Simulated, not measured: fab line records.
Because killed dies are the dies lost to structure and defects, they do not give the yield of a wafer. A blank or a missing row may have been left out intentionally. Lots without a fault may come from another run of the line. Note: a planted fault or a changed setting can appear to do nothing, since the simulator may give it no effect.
A struck lot beside a sound one / flow nandHarc / 12 out of 1302 route steps
Sound: the wafers L726.1, L726.4, L726.5. Wafers L735.1, L735.2, L735.6 were the ones struck. The cause is given at the end.
For every step that has rows: the tool of each side, followed by ch and its chambers, followed by its first start. Under that, the readings that differ: sound wafers / struck wafers / difference of the means / sigmas: that difference in standard deviations of wafers without a fault.
alike: a reading whose means differ by less than 2 such deviations, as well as words and numbers matching on both sides. not compared: withheld readings; readings where some wafer has no value; bounds like >300 that might hide an equal value; numbers whose values overlap and for which the record gives no deviation.
The two part at a step that has a row with sigmas, a row that says differs or no value, or rows on one side only. Numbers that don't overlap but have no deviation are shown without sigmas and don't part them. A reading missing from all wafers of one side parts the sides only when that side holds two or more wafers.

NHARC_A_STAIRCASE_DEP_322: deposits SiO2, target thk 7200 nm.
  sound on pecvd-01 ch 1,2, day 22 12:59; struck on pecvd-02 ch 0,2, day 26 06:12
  alike: heaterPowerW, rfFwdPowerW
then, 1 step without rows for these wafers: NHARC_A_STAIRCASE_ANNEAL_323 (time 1800 s).
NHARC_A_STAIRCASE_DEP_325: deposits SiO2, target thk 7200 nm.
  sound on pecvd-01 ch 0,1,2, day 23 01:07; struck on pecvd-01 ch 0,2, day 26 16:34
  alike: heaterPowerW, rfFwdPowerW
then, 6 steps without rows for these wafers: NHARC_A_STAIRCASE_ANNEAL_326 (time 1800 s); NHARC_A_STAIRCASE_DEHYDRATE_433 (time 120 s); NHARC_A_STAIRCASE_HMDS_434 (time 30 s); NHARC_A_STAIRCASE_COAT_435; NHARC_A_STAIRCASE_SOFTBAKE_436 (time 170 s); NHARC_A_STAIRCASE_EBR_437.
NHARC_A_STAIRCASE_EXPOSE_438: exposes mask STAIR REV.
  sound on krfScanner-01 ch 0, day 23 15:17; struck on krfScanner-01 ch 0, day 27 00:55
reading=exposureDoseMJCm2; sound=28.99 29.00 28.99; struck=20.00 19.96 19.96; difference=-9.02; sigmas=-99 or more
  alike: mask
then, 1 step without rows for these wafers: NHARC_A_STAIRCASE_PEB_439 (peb time 130 s).
-- the record jumps here: 6 days lie between the struck wafers' starts before and after (it left off in module A_STAIRCASE and takes up again in module END, whose first step shown is number 1302 of the route) --
NHARC_END_SORT_01:
  at this point the record logs the struck wafers (prober-01 ch 0, day 32 19:14) and has no rows for the sound ones

## WHERE THEY PART
At NHARC_A_STAIRCASE_EXPOSE_438 first; at NHARC_END_SORT_01 last (within this record only).

WHY: the cause the simulator had injected
Drift in process parameters on krfScanner-01 at NHARC_A_STAIRCASE_EXPOSE_438, starting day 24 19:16. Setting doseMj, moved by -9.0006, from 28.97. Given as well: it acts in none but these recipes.
